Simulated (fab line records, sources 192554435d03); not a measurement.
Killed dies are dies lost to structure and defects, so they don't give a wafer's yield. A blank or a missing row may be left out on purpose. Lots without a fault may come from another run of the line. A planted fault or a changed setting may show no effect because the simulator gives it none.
fab line records | flow n5_finfet
record lots=24 wafers=72 last_day=19
route steps=1938 shown BEOL_M4@1037
lots that met no fault: from a run of the same line without faults
start_h: hours from the record's first day to the start of the lot's first wafer shown | wait_h: hours since the lot's step before | " the same as in the row above | L1.1+2: a row that stands for several wafers | - no value, or no start given | * or withheld: withheld | < > ~ a bound
route shown NAME@n: a module of which the file shows steps, and the number in the route of the first | usual: mean/standard deviation of fault-free wafers | same: alike in all rows | chamber/n: place in a boat | sites: the reading at each site | _std_site: their standard deviation | _edge_site: outer sites' mean less inner sites' | radius_mm: how far each site lies from the wafer's centre | mask NAME#n: copy n | behind: the tool/chamber that last shaped the wafer | hold: why the lot was held/for how many hours/how that ended | device: the transistor (n, p or np) that didn't switch | end of line: the same wafers' tests at the end of the route | a step without rows: its recipe alone | killed: dies lost to structure and defects at the first sort, not the wafer's yield | map: a wafer's dies, x killed, . not, _ none there
set.NAME: the setting as run; set.NAME@STEP: as run at that earlier step | model.NAME: the simulator's own value behind a step, which no gauge read
steps of the route over a sample of lots; a table a step, a row a wafer
services: from which hour (start_h, from the record's first day; less than 0 if before it) a tool's chamber was out of use, for how many hours, and why
## steps
# step N5_BEOL_M4_DESCUM_16
# recipe chemistry=O2 time_s=7 source_power_w=50 bias_power_w=20 pressure_mtorr=20 rf_frequency_hz=2.712e+07 temp_c=40 resist=CAR-EUV o2_flow_sccm=225
# usual drypump_motor_current_A=5.5/0.45 oes_product_au=0.81/0.094 rf_vpp_V=243.2/1.4 showerhead_plenum_p_Torr=2.10/0.072 throttle_valve_pct=20.46/0.26
# same time_s=7
# columns lot.wafer tool chamber start_h wait_h drypump_motor_current_A oes_product_au rf_hours_counter_h rf_vpp_V showerhead_plenum_p_Torr throttle_valve_pct
L074.2 rie_diel-02 3 164.08 0.6 5.7 0.99 1 243.3 2.08 20.32
L074.3 " 2 " " 5.3 0.78 115 244.5 2.22 20.43
L074.5 " 1 " " 5.5 0.70 - 242.0 2.07 20.78
L075.3 rie_diel-03 0 167.09 0.0 5.0 0.85 38 242.3 2.12 20.30
L075.4 " 2 " " 5.2 0.73 179 242.2 2.00 20.75
L075.6 " 1 " " 5.8 0.68 - 243.1 2.06 20.15
L077.1 rie_diel-03 3 210.87 0.2 4.8 0.92 18 245.1 2.21 20.04
L077.2 " 2 " " 5.2 0.72 193 243.0 2.00 20.80
L077.5 " 3 " " 4.8 0.92 - 244.6 2.21 20.04
L078.2 rie_diel-02 2 221.75 0.0 5.3 0.75 139 245.3 2.21 20.47
L078.3 " 3 " " 5.7 0.90 24 242.7 2.07 20.35
L078.6 " 0 " " 6.3 0.80 - 244.2 2.13 20.84
L076.1 rie_diel-03 1 231.87 0.2 5.8 0.67 240 243.5 2.05 20.18
L076.5 " 2 " " 5.2 0.72 - 240.6 1.99 20.80
L076.6 " 3 " " 4.8 0.91 - 244.9 2.21 20.06
L083.1 rie_diel-02 3 232.83 0.0 5.7 0.89 28 243.5 2.07 20.34
L083.2 " 1 " " 5.5 0.99 7 242.7 2.07 20.50
L083.5 " 0 " " 6.4 0.79 - 244.0 2.13 20.83
L081.1 rie_diel-03 3 236.41 0.0 4.9 0.90 27 245.2 2.21 20.07
L081.2 " 2 " " 5.2 0.71 203 241.6 1.99 20.79
L081.4 " 1 " " 5.8 0.66 241 244.1 2.05 20.19
L080.1 rie_diel-04 3 236.74 0.1 6.0 0.89 37 244.6 2.13 20.47
L080.3 " 2 " " 6.2 0.93 23 245.2 2.23 20.30
L080.4 " 0 " " 5.8 0.69 230 243.6 2.16 20.45
L079.1 rie_diel-04 2 239.18 0.0 6.2 0.92 24 246.1 2.23 20.28
L079.2 " 0 " " 5.8 0.68 231 244.7 2.16 20.41
L079.3 " 3 " " 6.0 0.90 38 244.6 2.13 20.46
L082.1 rie_diel-02 1 248.89 0.3 5.4 0.97 12 243.1 2.06 20.50
L082.2 " 0 " " 6.3 0.79 105 243.3 2.12 20.85
L082.5 " 3 " " 5.7 0.89 - 243.3 2.07 20.37
L084.2 rie_diel-03 0 252.40 0.1 5.0 0.80 66 243.5 2.11 20.36
L084.4 " 3 " " 4.9 0.89 33 245.5 2.20 20.06
L084.6 " 3 " " 4.8 0.90 - 244.8 2.20 20.06
L085.3 rie_diel-04 0 256.01 0.0 5.8 0.68 236 244.5 2.16 20.44
L085.5 " 0 " " 5.8 0.67 - 244.5 2.16 20.43
L085.6 " 3 " " 6.0 0.87 - 243.0 2.13 20.48
L088.1 rie_diel-03 2 259.25 0.0 5.2 0.71 211 241.4 1.99 20.82
L088.2 " 1 " " 5.8 0.67 249 242.7 2.05 20.21
L088.4 " 3 " " 4.9 0.89 36 246.6 2.20 20.06
L086.1 rie_diel-02 3 262.93 0.0 5.7 0.87 37 243.4 2.07 20.38
L086.2 " 2 " " 5.2 0.74 153 243.5 2.21 20.49
L086.4 " 0 " " 6.3 0.78 110 243.1 2.12 20.85
L087.4 rie_diel-04 3 268.71 0.0 6.0 0.89 48 243.1 2.13 20.48
L087.5 " 2 " " 6.2 0.91 - 246.5 2.23 20.31
L087.6 " 3 " " 6.0 0.88 - 243.7 2.13 20.49
L091.1 rie_diel-03 3 281.49 0.0 4.9 0.87 45 244.2 2.20 20.09
L091.3 " 0 " " 5.0 0.79 77 243.4 2.11 20.37
L091.6 " 3 " " 4.8 0.88 - 244.5 2.20 20.08
L089.1 rie_diel-02 3 288.75 0.0 5.7 0.85 47 243.4 2.07 20.39
L089.3 " 0 " " 6.3 0.77 119 243.2 2.12 20.87
L089.5 " 2 " " 5.2 0.73 - 243.2 2.21 20.50
L093.1 rie_diel-03 1 300.56 0.2 5.8 0.97 6 242.5 2.05 19.99
L093.3 " 2 " " 5.2 0.70 225 241.7 1.99 20.83
L093.5 " 1 " " 5.8 0.97 - 242.4 2.05 19.99
L090.1 rie_diel-02 3 304.08 0.0 5.7 0.85 52 243.1 2.06 20.41
L090.2 " 1 " " 5.5 0.93 27 243.3 2.06 20.52
L090.4 " 0 " " 6.3 0.76 125 242.2 2.12 20.88
L092.3 rie_diel-02 1 307.46 0.0 5.5 0.94 28 241.0 2.06 20.52
L092.4 " 0 " " 6.3 0.77 126 243.3 2.12 20.89
L092.5 " 2 " " 5.2 0.73 - 244.4 2.20 20.49
L094.1 rie_diel-03 2 307.77 0.0 5.2 0.70 227 240.2 1.99 20.82
L094.2 " 3 " " 4.8 0.86 53 244.9 2.20 20.10
L094.5 " 3 " " 4.9 0.87 - 243.0 2.20 20.10
L095.1 rie_diel-03 3 309.20 0.0 4.9 0.85 53 245.3 2.20 20.09
L095.5 " 1 " " 5.8 0.96 - 242.7 2.05 19.99
L095.6 " 2 " " 5.3 0.69 - 242.2 1.99 20.84
L096.3 rie_diel-02 1 314.25 0.3 5.5 0.93 31 242.0 2.06 20.54
L096.5 " 0 " " 6.3 0.77 - 243.2 2.12 20.89
L096.6 " 3 " " 5.7 0.86 - 242.4 2.06 20.40
L097.1 rie_diel-02 3 317.32 0.0 5.7 0.85 56 243.0 2.06 20.40
L097.3 " 0 " " 6.3 0.77 129 242.7 2.12 20.88
L097.5 " 3 " " 5.7 0.85 - 241.9 2.06 20.41
# step N5_BEOL_M4_STRIP_36
# recipe chemistry=N2/H2 power_w=450 temp_c=40 pressure_mtorr=20 rf_frequency_hz=6e+07 overash_fraction=0.3 bias_power_w=7 h2_frac=0.5 n2_flow_sccm=200 h2_flow_sccm=200
# usual drypump_motor_current_A=5.6/0.45 n2_flow_sccm=200.0/0.61 oes_product_au=0.82/0.092 rf_vpp_V=59.5/1.2 showerhead_plenum_p_Torr=2.55/0.085 throttle_valve_pct=23.48/0.29
# columns lot.wafer tool chamber start_h wait_h drypump_motor_current_A n2_flow_sccm oes_product_au rf_hours_counter_h rf_vpp_V showerhead_plenum_p_Torr throttle_valve_pct
L074.2 rie_diel-02 0 171.28 0.0 6.3 200.5 0.82 77 60.1 2.54 23.39
L074.3 " 3 " " 5.7 198.9 0.97 4 60.2 2.46 22.95
L074.5 " 2 " " 5.3 200.5 0.77 - 62.0 2.64 23.41
L075.3 rie_diel-03 3 181.86 0.0 4.8 200.5 0.96 9 62.5 2.71 23.31
L075.4 " 2 " " 5.2 200.0 0.74 185 57.2 2.41 23.62
L075.6 " 1 " " 5.8 199.8 0.67 - 59.1 2.50 23.38
L077.1 rie_diel-03 0 223.55 0.0 5.0 199.8 0.81 57 60.9 2.55 23.16
L077.2 " 2 " " 5.2 200.2 0.71 199 59.2 2.40 23.64
L077.5 " 1 " " 5.8 199.8 0.68 - 59.0 2.50 23.36
L078.2 rie_diel-04 2 227.54 0.0 6.2 199.7 0.94 20 61.0 2.70 23.41
L078.3 " 3 " " 6.0 199.7 0.89 34 57.7 2.60 23.66
L078.6 " 1 " " 5.7 199.5 0.77 - 60.2 2.54 23.79
L076.1 rie_diel-03 1 234.63 0.0 5.8 199.2 0.67 241 60.1 2.50 23.36
L076.5 " 1 " " 5.8 198.9 0.68 - 58.7 2.50 23.39
L076.6 " 0 " " 5.0 200.4 0.80 - 59.8 2.55 23.14
L083.1 rie_diel-02 0 237.91 0.0 6.3 199.6 0.79 102 58.6 2.53 23.44
L083.2 " 1 " " 5.5 199.9 0.99 8 57.8 2.51 23.91
L083.5 " 0 " " 6.3 200.0 0.80 - 59.3 2.53 23.42
L081.1 rie_diel-03 2 241.20 0.0 5.3 199.6 0.71 204 61.6 2.40 23.67
L081.2 " 3 " " 4.9 199.7 0.91 29 61.3 2.70 23.34
L081.4 " 0 " " 5.0 200.1 0.81 61 59.4 2.55 23.15
L080.1 rie_diel-02 3 244.65 0.0 5.7 199.8 0.90 31 59.8 2.45 22.98
L080.3 " 1 " " 5.5 200.8 0.98 10 59.0 2.51 23.92
L080.4 " 2 " " 5.3 199.6 0.74 146 59.6 2.63 23.43
L079.1 rie_diel-02 2 252.29 0.0 5.2 198.9 0.75 149 59.4 2.63 23.47
L079.2 " 0 " " 6.3 199.8 0.79 107 58.7 2.53 23.45
L079.3 " 3 " " 5.7 199.9 0.87 34 59.3 2.45 22.97
L082.1 rie_diel-02 1 254.88 0.0 5.5 201.4 0.97 13 57.9 2.51 23.93
L082.2 " 3 " " 5.7 200.2 0.88 35 60.7 2.45 22.97
L082.5 " 1 " " 5.5 200.6 0.96 - 59.7 2.51 23.93
L084.2 rie_diel-02 3 267.85 0.0 5.7 199.2 0.86 39 60.6 2.45 22.97
L084.4 " 2 " " 5.2 200.0 0.74 155 59.8 2.62 23.48
L084.6 " 2 " " 5.2 199.2 0.74 - 59.6 2.62 23.48
L085.3 rie_diel-03 0 271.10 0.0 5.0 200.7 0.80 72 58.7 2.55 23.19
L085.5 " 0 " " 5.0 201.3 0.79 - 59.3 2.55 23.18
L085.6 " 2 " " 5.2 200.3 0.71 - 59.8 2.39 23.65
L088.1 rie_diel-03 2 271.49 0.0 5.2 200.8 0.70 215 56.4 2.39 23.68
L088.2 " 3 " " 4.9 200.0 0.88 40 59.0 2.69 23.35
L088.4 " 3 " " 4.9 199.5 0.88 - 59.5 2.69 23.29
L086.1 rie_diel-02 3 271.58 0.0 5.7 200.6 0.87 40 60.8 2.45 22.99
L086.2 " 0 " " 6.3 200.3 0.77 113 60.7 2.53 23.46
L086.4 " 1 " " 5.5 199.5 0.94 - 59.3 2.51 23.92
L087.4 rie_diel-03 3 280.09 0.0 4.8 200.6 0.89 - 59.2 2.69 23.37
L087.5 " 2 " " 5.2 200.9 0.70 - 60.1 2.39 23.67
L087.6 " 0 " " 5.0 200.1 0.80 - 59.2 2.54 23.18
L091.1 rie_diel-02 0 294.36 0.0 6.4 200.7 0.76 121 59.2 2.52 23.48
L091.3 " 3 " " 5.7 201.1 0.85 48 60.3 2.44 23.03
L091.6 " 0 " " 6.3 200.1 0.79 - 61.3 2.53 23.46
L089.1 rie_diel-04 3 299.97 0.0 6.0 200.8 0.87 56 59.5 2.59 23.70
L089.3 " 0 " " 5.8 200.3 0.66 249 58.9 2.63 23.85
L089.5 " 3 " " 6.0 199.8 0.86 - 61.8 2.60 23.67
L093.1 rie_diel-02 0 313.02 0.0 6.3 199.2 0.77 128 59.7 2.52 23.49
L093.3 " 3 " " 5.7 199.5 0.86 55 58.2 2.44 22.99
L093.5 " 3 " " 5.7 199.2 0.84 - 60.7 2.44 23.01
L090.1 rie_diel-03 3 317.58 0.0 4.9 200.6 0.86 57 60.2 2.68 23.39
L090.2 " 0 " " 5.0 199.7 0.78 91 58.6 2.54 23.20
L090.4 " 2 " " 5.2 199.6 0.70 232 60.2 2.39 23.69
L092.3 rie_diel-02 2 317.76 0.0 5.2 200.5 0.72 171 57.7 2.62 23.47
L092.4 " 0 " " 6.3 200.0 0.77 129 60.8 2.52 23.46
L092.5 " 1 " " 5.5 199.7 0.92 - 59.0 2.50 23.97
L094.1 rie_diel-04 3 321.98 0.0 6.0 200.0 0.85 66 58.7 2.59 23.73
L094.2 " 2 " " 6.2 199.8 0.88 48 59.5 2.68 23.43
L094.5 " 2 " " 6.2 198.3 0.87 - 58.5 2.68 23.44
L095.1 rie_diel-04 1 326.19 0.0 5.7 199.4 0.72 230 56.9 2.52 23.84
L095.5 " 3 " " 6.0 200.4 0.85 - 61.8 2.59 23.68
L095.6 " 0 " " 5.8 199.3 1.00 - 58.5 2.63 23.51
L096.3 rie_diel-02 1 344.35 0.0 5.5 200.1 0.91 44 58.6 2.50 23.95
L096.5 " 0 " " 6.3 200.6 0.75 - 59.1 2.51 23.50
L096.6 " 2 " " 5.2 199.2 0.70 - 58.3 2.61 23.51
L097.1 rie_diel-04 2 344.62 0.0 6.2 199.5 0.87 59 59.1 2.68 23.44
L097.3 " 1 " " 5.7 201.0 0.72 238 60.4 2.52 23.87
L097.5 " 1 " " 5.7 200.5 0.72 - 59.1 2.52 23.85
# step N5_BEOL_M4_DEGAS_44
# recipe ambient=vacuum temp_c=250 time_s=60
# usual heater_power_w=343/33
# same time_s=60
# columns lot.wafer tool chamber start_h wait_h heater_power_w
L074.2 pvd_sputter-03 - 171.86 0.2 303
L074.3 " - " " 338
L074.5 " - " " 307
L075.3 pvd_sputter-03 - 182.33 0.1 300
L075.4 " - " " 347
L075.6 " - " " 357
L077.1 pvd_sputter-02 - 224.48 0.6 307
L077.2 " - " " 377
L077.5 " - " " 315
L078.2 pvd_sputter-03 - 227.93 0.0 359
L078.3 " - " " 355
L078.6 " - " " 347
L076.1 pvd_sputter-02 - 235.52 0.5 315
L076.5 " - " " 364
L076.6 " - " " 293
L083.1 pvd_sputter-01 - 238.71 0.4 336
L083.2 " - " " 364
L083.5 " - " " 419
L081.1 pvd_sputter-02 - 242.16 0.6 312
L081.2 " - " " 302
L081.4 " - " " 305
L080.1 pvd_sputter-01 - 245.42 0.4 330
L080.3 " - " " 427
L080.4 " - " " 343
L079.1 pvd_sputter-02 - 252.93 0.3 318
L079.2 " - " " 322
L079.3 " - " " 298
L082.1 pvd_sputter-03 - 255.68 0.5 306
L082.2 " - " " 346
L082.5 " - " " 358
L084.2 pvd_sputter-01 - 268.46 0.3 353
L084.4 " - " " 359
L084.6 " - " " 346
L085.3 pvd_sputter-02 - 271.92 0.5 313
L085.5 " - " " 311
L085.6 " - " " 305
L088.1 pvd_sputter-02 - 272.08 0.2 315
L088.2 " - " " 377
L088.4 " - " " 319
L086.1 pvd_sputter-02 - 272.16 0.2 313
L086.2 " - " " 319
L086.4 " - " " 369
L087.4 pvd_sputter-01 - 280.99 0.6 339
L087.5 " - " " 341
L087.6 " - " " 342
L091.1 pvd_sputter-01 - 294.92 0.2 338
L091.3 " - " " 372
L091.6 " - " " 344
L089.1 pvd_sputter-01 - 300.60 0.3 360
L089.3 " - " " 334
L089.5 " - " " 332
L093.1 pvd_sputter-03 - 313.62 0.3 304
L093.3 " - " " 346
L093.5 " - " " 311
L090.1 pvd_sputter-02 - 318.08 0.2 313
L090.2 " - " " 313
L090.4 " - " " 295
L092.3 pvd_sputter-02 - 318.32 0.2 377
L092.4 " - " " 318
L092.5 " - " " 369
L094.1 pvd_sputter-01 - 322.71 0.4 429
L094.2 " - " " 339
L094.5 " - " " 345
L095.1 pvd_sputter-01 - 328.27 1.7 339
L095.5 " - " " 333
L095.6 " - " " 335
L096.3 pvd_sputter-02 - 344.83 0.0 313
L096.5 " - " " 300
L096.6 " - " " 376
L097.1 pvd_sputter-03 - 345.11 0.0 335
L097.3 " - " " 305
L097.5 " - " " 303
# step N5_BEOL_M4_SPUTTER_79
# recipe material=Cu target_thk_a=45 temp_c=-20 chamber_pressure_pa=0.07 power_w=withheld time_s=8.29
# usual throttle_valve_pct=29.7/1.3
# same time_s=8.29
# columns lot.wafer tool chamber start_h wait_h throttle_valve_pct
L074.2 pvd_sputter-03 - 172.74 0.1 28.7
L074.3 " - " " 28.1
L074.5 " - " " 29.5
L075.3 pvd_sputter-03 - 183.26 0.1 29.1
L075.4 " - " " 28.9
L075.6 " - " " 28.2
L077.1 pvd_sputter-02 - 225.48 0.1 31.2
L077.2 " - " " 31.1
L077.5 " - " " 28.8
L078.2 pvd_sputter-03 - 230.46 0.1 29.0
L078.3 " - " " 29.6
L078.6 " - " " 28.7
L076.1 pvd_sputter-02 - 236.46 0.1 31.3
L076.5 " - " " 28.9
L076.6 " - " " 31.3
L083.1 pvd_sputter-02 - 240.08 0.1 31.2
L083.2 " - " " 31.3
L083.5 " - " " 28.9
L081.1 pvd_sputter-02 - 244.84 0.1 28.7
L081.2 " - " " 31.3
L081.4 " - " " 30.4
L080.1 pvd_sputter-03 - 246.28 0.1 28.0
L080.3 " - " " 29.0
L080.4 " - " " 29.6
L079.1 pvd_sputter-03 - 253.74 0.1 27.9
L079.2 " - " " 29.9
L079.3 " - " " 28.9
L082.1 pvd_sputter-01 - 256.53 0.1 28.4
L082.2 " - " " 32.4
L082.5 " - " " 32.6
L084.2 pvd_sputter-02 - 269.34 0.1 31.4
L084.4 " - " " 31.2
L084.6 " - " " 31.6
L085.3 pvd_sputter-02 - 272.89 0.1 28.7
L085.5 " - " " 31.5
L085.6 " - " " 31.3
L086.1 pvd_sputter-03 - 273.47 0.1 29.6
L086.2 " - " " 27.7
L086.4 " - " " 28.9
L088.1 pvd_sputter-02 - 274.73 0.1 31.2
L088.2 " - " " 31.5
L088.4 " - " " 28.9
L087.4 pvd_sputter-03 - 281.78 0.1 29.9
L087.5 " - " " 29.0
L087.6 " - " " 28.9
L091.1 pvd_sputter-03 - 295.92 0.1 29.0
L091.3 " - " " 28.0
L091.6 " - " " 27.6
L089.1 pvd_sputter-03 - 301.53 0.1 27.8
L089.3 " - " " 28.9
L089.5 " - " " 28.9
L093.1 pvd_sputter-03 - 314.70 0.1 28.8
L093.3 " - " " 29.1
L093.5 " - " " 29.7
L090.1 pvd_sputter-03 - 319.20 0.1 28.8
L090.2 " - " " 28.9
L090.4 " - " " 29.6
L092.3 pvd_sputter-02 - 320.90 0.1 30.2
L092.4 " - " " 31.4
L092.5 " - " " 31.3
L094.1 pvd_sputter-01 - 323.65 0.1 28.4
L094.2 " - " " 31.0
L094.5 " - " " 30.9
L095.1 pvd_sputter-02 - 329.26 0.1 29.0
L095.5 " - " " 31.4
L095.6 " - " " 31.7
L096.3 pvd_sputter-03 - 345.84 0.1 29.1
L096.5 " - " " 28.7
L096.6 " - " " 27.8
L097.1 pvd_sputter-01 - 346.05 0.1 30.4
L097.3 " - " " 32.5
L097.5 " - " " 32.9
# step N5_BEOL_M4_ANNEAL_80
# recipe temp_c=400 time_s=240 ambient=vacuum
# usual heater_power_w=846/78
# same time_s=240
# columns lot.wafer tool chamber start_h wait_h heater_power_w
L074.2 pvd_sputter-03 - 172.82 0.0 897
L074.3 " - " " 771
L074.5 " - " " 866
L075.3 pvd_sputter-03 - 183.34 0.0 902
L075.4 " - " " 870
L075.6 " - " " 763
L077.1 pvd_sputter-02 - 225.56 0.0 960
L077.2 " - " " 785
L077.5 " - " " 790
L078.2 pvd_sputter-03 - 230.54 0.0 898
L078.3 " - " " 879
L078.6 " - " " 853
L076.1 pvd_sputter-02 - 236.54 0.0 962
L076.5 " - " " 756
L076.6 " - " " 797
L083.1 pvd_sputter-02 - 240.16 0.0 953
L083.2 " - " " 800
L083.5 " - " " 783
L081.1 pvd_sputter-02 - 244.92 0.0 772
L081.2 " - " " 918
L081.4 " - " " 749
L080.1 pvd_sputter-03 - 246.36 0.0 768
L080.3 " - " " 847
L080.4 " - " " 865
L079.1 pvd_sputter-03 - 253.82 0.0 767
L079.2 " - " " 860
L079.3 " - " " 855
L082.1 pvd_sputter-01 - 256.61 0.0 862
L082.2 " - " " 840
L082.5 " - " " 831
L084.2 pvd_sputter-02 - 269.42 0.0 806
L084.4 " - " " 941
L084.6 " - " " 936
L085.3 pvd_sputter-02 - 272.97 0.0 793
L085.5 " - " " 943
L085.6 " - " " 773
L086.1 pvd_sputter-03 - 273.55 0.0 867
L086.2 " - " " 757
L086.4 " - " " 843
L088.1 pvd_sputter-02 - 274.81 0.0 786
L088.2 " - " " 947
L088.4 " - " " 773
L087.4 pvd_sputter-03 - 281.86 0.0 837
L087.5 " - " " 913
L087.6 " - " " 869
L091.1 pvd_sputter-03 - 296.00 0.0 885
L091.3 " - " " 771
L091.6 " - " " 747
L089.1 pvd_sputter-03 - 301.61 0.0 750
L089.3 " - " " 870
L089.5 " - " " 869
L093.1 pvd_sputter-03 - 314.78 0.0 848
L093.3 " - " " 881
L093.5 " - " " 870
L090.1 pvd_sputter-03 - 319.28 0.0 844
L090.2 " - " " 896
L090.4 " - " " 860
L092.3 pvd_sputter-02 - 320.98 0.0 758
L092.4 " - " " 788
L092.5 " - " " 933
L094.1 pvd_sputter-01 - 323.73 0.0 854
L094.2 " - " " 1045
L094.5 " - " " 1082
L095.1 pvd_sputter-02 - 329.34 0.0 768
L095.5 " - " " 799
L095.6 " - " " 939
L096.3 pvd_sputter-03 - 345.92 0.0 863
L096.5 " - " " 870
L096.6 " - " " 761
L097.1 pvd_sputter-01 - 346.13 0.0 920
L097.3 " - " " 826
L097.5 " - " " 856
# step N5_BEOL_M4_ANNEAL_87
# recipe temp_c=400 time_s=240 ambient=vacuum
# usual heater_power_w=844/75
# same time_s=240
# columns lot.wafer tool chamber start_h wait_h heater_power_w
L074.2 pvd_sputter-03 - 173.26 0.0 913
L074.3 " - " " 776
L074.5 " - " " 857
L075.3 pvd_sputter-03 - 183.78 0.0 900
L075.4 " - " " 858
L075.6 " - " " 758
L077.1 pvd_sputter-02 - 226.00 0.0 920
L077.2 " - " " 775
L077.5 " - " " 784
L078.2 pvd_sputter-03 - 230.98 0.0 895
L078.3 " - " " 871
L078.6 " - " " 842
L076.1 pvd_sputter-02 - 236.98 0.0 924
L076.5 " - " " 785
L076.6 " - " " 798
L083.1 pvd_sputter-02 - 240.60 0.0 938
L083.2 " - " " 797
L083.5 " - " " 775
L081.1 pvd_sputter-02 - 245.36 0.0 777
L081.2 " - " " 932
L081.4 " - " " 752
L080.1 pvd_sputter-03 - 246.80 0.0 764
L080.3 " - " " 859
L080.4 " - " " 838
L079.1 pvd_sputter-03 - 254.26 0.0 759
L079.2 " - " " 869
L079.3 " - " " 851
L082.1 pvd_sputter-01 - 257.05 0.0 858
L082.2 " - " " 846
L082.5 " - " " 839
L084.2 pvd_sputter-02 - 269.86 0.0 775
L084.4 " - " " 911
L084.6 " - " " 945
L085.3 pvd_sputter-02 - 273.41 0.0 776
L085.5 " - " " 939
L085.6 " - " " 787
L086.1 pvd_sputter-03 - 273.99 0.0 853
L086.2 " - " " 760
L086.4 " - " " 830
L088.1 pvd_sputter-02 - 275.25 0.0 795
L088.2 " - " " 951
L088.4 " - " " 773
L087.4 pvd_sputter-03 - 282.30 0.0 859
L087.5 " - " " 912
L087.6 " - " " 854
L091.1 pvd_sputter-03 - 296.44 0.0 917
L091.3 " - " " 766
L091.6 " - " " 773
L089.1 pvd_sputter-03 - 302.05 0.0 773
L089.3 " - " " 856
L089.5 " - " " 864
L093.1 pvd_sputter-03 - 315.22 0.0 863
L093.3 " - " " 906
L093.5 " - " " 853
L090.1 pvd_sputter-03 - 319.72 0.0 839
L090.2 " - " " 914
L090.4 " - " " 839
L092.3 pvd_sputter-02 - 321.42 0.0 760
L092.4 " - " " 805
L092.5 " - " " 942
L094.1 pvd_sputter-01 - 324.17 0.0 876
L094.2 " - " " 1053
L094.5 " - " " 1070
L095.1 pvd_sputter-02 - 329.78 0.0 789
L095.5 " - " " 781
L095.6 " - " " 941
L096.3 pvd_sputter-03 - 346.36 0.0 827
L096.5 " - " " 843
L096.6 " - " " 771
L097.1 pvd_sputter-01 - 346.57 0.0 922
L097.3 " - " " 844
L097.5 " - " " 845
## services
# columns tool chamber start_h hours kind
rie_diel-02 3 140.88 - clean
rie_diel-02 3 140.88 - consumable_replace:focus_ring
rie_diel-02 3 140.88 17.4 scheduled_down
rie_diel-02 3 140.88 17.4 vent_cycle
rie_diel-04 0 148.13 4.3 repair
pvd_sputter-01 - 155.00 1.1 repair
pvd_sputter-01 - 161.50 48.4 repair
rie_diel-02 1 191.74 - clean
rie_diel-02 1 191.74 - consumable_replace:focus_ring
rie_diel-02 1 191.74 22.8 scheduled_down
rie_diel-02 1 191.74 22.8 vent_cycle
rie_diel-03 0 201.11 2.7 repair
rie_diel-04 2 244.17 16.4 repair
rie_diel-03 1 263.46 - clean
rie_diel-03 1 263.46 - consumable_replace:focus_ring
rie_diel-02 1 286.15 11.8 repair
rie_diel-04 0 302.78 - clean
rie_diel-04 0 302.78 - consumable_replace:focus_ring
rie_diel-04 0 302.78 21.6 scheduled_down
rie_diel-04 0 302.78 21.6 vent_cycle
rie_diel-02 3 333.88 28.2 repair
## key
fault none
